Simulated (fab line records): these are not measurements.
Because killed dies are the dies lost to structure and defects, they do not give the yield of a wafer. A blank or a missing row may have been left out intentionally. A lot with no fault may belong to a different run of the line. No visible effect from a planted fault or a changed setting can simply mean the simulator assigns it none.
A lot that was struck, set against a sound lot + flow nandHarc + 40 out of 1302 route steps
Sound: the wafers L760.1, L760.3, L760.5. Wafers struck: L762.1, L762.5, L762.6. The cause is named last.
At each step with rows: each side's tool, then ch and its chambers, then its first start. Under that, the readings that differ: sound wafers + struck wafers + difference of the means + sigmas: that difference in standard deviations of wafers without a fault.
alike: readings whose means differ by less than 2 such deviations, and words and numbers that are the same on both sides. not compared: withheld readings, readings that some wafer has no value for, bounds like >300 that may hide the same value, and numbers for which the record gives no deviation and whose values overlap.
The two part at a step that has a row with sigmas, a row that says differs or no value, or rows on one side only. When numbers do not overlap yet have no deviation, they are printed without sigmas and do not part them. Lack of a reading on every wafer of one side parts them only where that side has two or more wafers.

first, 1 step without rows for these wafers: NHARC_A_STAIRCASE_HARDBAKE_269 (time 140 s).
NHARC_A_STAIRCASE_DESCUM_270: chemistry O2, time 3 s.
  sound on rieDiel-13 ch 0,2, day 20 15:19; struck on rieDiel-07 ch 0,3, day 22 15:16
| reading             | sound             | struck            | difference | sigmas |
|---------------------|-------------------|-------------------|------------|--------|
| oesProductAu (a.u.) | 0.996 0.996 0.995 | 1.031 1.013 1.017 | +0.025     | +2     |
  alike: drypumpMotorCurrentA, rfVppV, showerheadPlenumPTorr, throttleValvePct
  not compared: rfHoursCounterH
then, 5 steps without rows for these wafers: NHARC_A_STAIRCASE_ETCH_271 (etches the open film in CF4/CHF3); NHARC_A_STAIRCASE_HM_OPEN_457 (chemistry O2/COS); NHARC_A_STAIRCASE_STRIP_458 (strips in O2/COS); NHARC_A_STAIRCASE_ETCH_451 (etches the open film in CF4/O2, target depth 30 nm, overetch 3 nm, time 16.5 s); NHARC_A_STAIRCASE_ETCH_273 (etches the open film in C4F8/O2/Ar, target depth 10200 nm, time 2468.6 s).
NHARC_A_STAIRCASE_STRIP_274: strips in O2.
  sound: rieDiel-13 ch 1,2,3; struck: rieDiel-07 ch 0,1
  alike: drypumpMotorCurrentA, oesProductAu, rfVppV, showerheadPlenumPTorr, throttleValvePct
  not compared: rfHoursCounterH
then, 3 steps without rows for these wafers: NHARC_A_STAIRCASE_STRIP_275 (strips in SPM, time 900 s); NHARC_A_STAIRCASE_PRECLEAN_276 (cleans in SC1); NHARC_A_STAIRCASE_SRD_277.
NHARC_A_STAIRCASE_HM_DEP_459: deposits aC, target thk 1500 nm.
  sound on aclDep-03 ch 0, day 20 18:26; struck on aclDep-03 ch 0, day 22 21:10
  alike: throttleValvePct
then, 10 steps without rows for these wafers: NHARC_A_STAIRCASE_DEP_280 (deposits SiON, target thk 30 nm); NHARC_A_STAIRCASE_DEHYDRATE_281 (time 120 s); NHARC_A_STAIRCASE_HMDS_282 (time 30 s); NHARC_A_STAIRCASE_COAT_283; NHARC_A_STAIRCASE_SOFTBAKE_284 (time 170 s); NHARC_A_STAIRCASE_EBR_285; NHARC_A_STAIRCASE_EXPOSE_286 (exposes mask CHOP 100); NHARC_A_STAIRCASE_PEB_287 (peb time 130 s); NHARC_A_STAIRCASE_DEVELOP_288 (time 140 s); NHARC_A_STAIRCASE_HARDBAKE_290 (time 140 s).
NHARC_A_STAIRCASE_DESCUM_291: chemistry O2, time 3 s.
  sound on rieDiel-13 ch 0,3, day 20 21:19; struck on rieDiel-13 ch 0,1, day 23 00:08
| reading             | sound             | struck            | difference | sigmas |
|---------------------|-------------------|-------------------|------------|--------|
| oesProductAu (a.u.) | 1.017 1.013 0.999 | 0.998 0.981 0.984 | -0.022     | -2     |
  alike: drypumpMotorCurrentA, rfVppV, showerheadPlenumPTorr, throttleValvePct
  not compared: rfHoursCounterH
then, 1 step without rows for these wafers: NHARC_A_STAIRCASE_ETCH_292 (etches the open film in CF4/CHF3).
NHARC_A_STAIRCASE_HM_OPEN_460: chemistry O2/COS.
  sound: rieDiel-13 ch 1,3; struck: rieDiel-13 ch 0,3
  alike: drypumpMotorCurrentA, oesProductAu, rfVppV, showerheadPlenumPTorr, throttleValvePct
  not compared: rfHoursCounterH
then, 1 step without rows for these wafers: NHARC_A_STAIRCASE_STRIP_461 (strips in O2/COS).
NHARC_A_STAIRCASE_ETCH_452: etches the open film in CF4/O2, target depth 30 nm, overetch 3 nm, time 16.5 s.
  sound: rieDiel-13 ch 0,1,2; struck: rieDiel-13 ch 0,2,3
  alike: drypumpMotorCurrentA, oes_o_777_au, oesProductAu, rfVppV, showerheadPlenumPTorr, throttleValvePct
  not compared: rfHoursCounterH
then, 12 steps without rows for these wafers: NHARC_A_STAIRCASE_ETCH_294 (etches the open film in C4F8/O2/Ar, target depth 4989 nm, time 1211.6 s); NHARC_A_STAIRCASE_STRIP_295 (strips in O2); NHARC_A_STAIRCASE_STRIP_296 (strips in SPM, time 900 s); NHARC_A_STAIRCASE_PRECLEAN_297 (cleans in SC1); NHARC_A_STAIRCASE_SRD_298; NHARC_A_STAIRCASE_HM_DEP_462 (deposits aC, target thk 800 nm); NHARC_A_STAIRCASE_DEP_301 (deposits SiON, target thk 30 nm); NHARC_A_STAIRCASE_DEHYDRATE_302 (time 120 s); NHARC_A_STAIRCASE_HMDS_303 (time 30 s); NHARC_A_STAIRCASE_COAT_304; NHARC_A_STAIRCASE_SOFTBAKE_305 (time 170 s); NHARC_A_STAIRCASE_EBR_306.
-- the record jumps here: 7 days lie between the struck wafers' starts before and after (it left off in module A_STAIRCASE and takes up again in module END, whose first step shown is number 1302 of the route) --
NHARC_END_SORT_01:
  at this point the record logs the struck wafers (prober-01 ch 0, day 30 08:51) and has no rows for the sound ones

WHERE THEY PART
First at NHARC_A_STAIRCASE_DESCUM_270; last, within this record, at NHARC_END_SORT_01.

WHY: the cause the simulator had injected
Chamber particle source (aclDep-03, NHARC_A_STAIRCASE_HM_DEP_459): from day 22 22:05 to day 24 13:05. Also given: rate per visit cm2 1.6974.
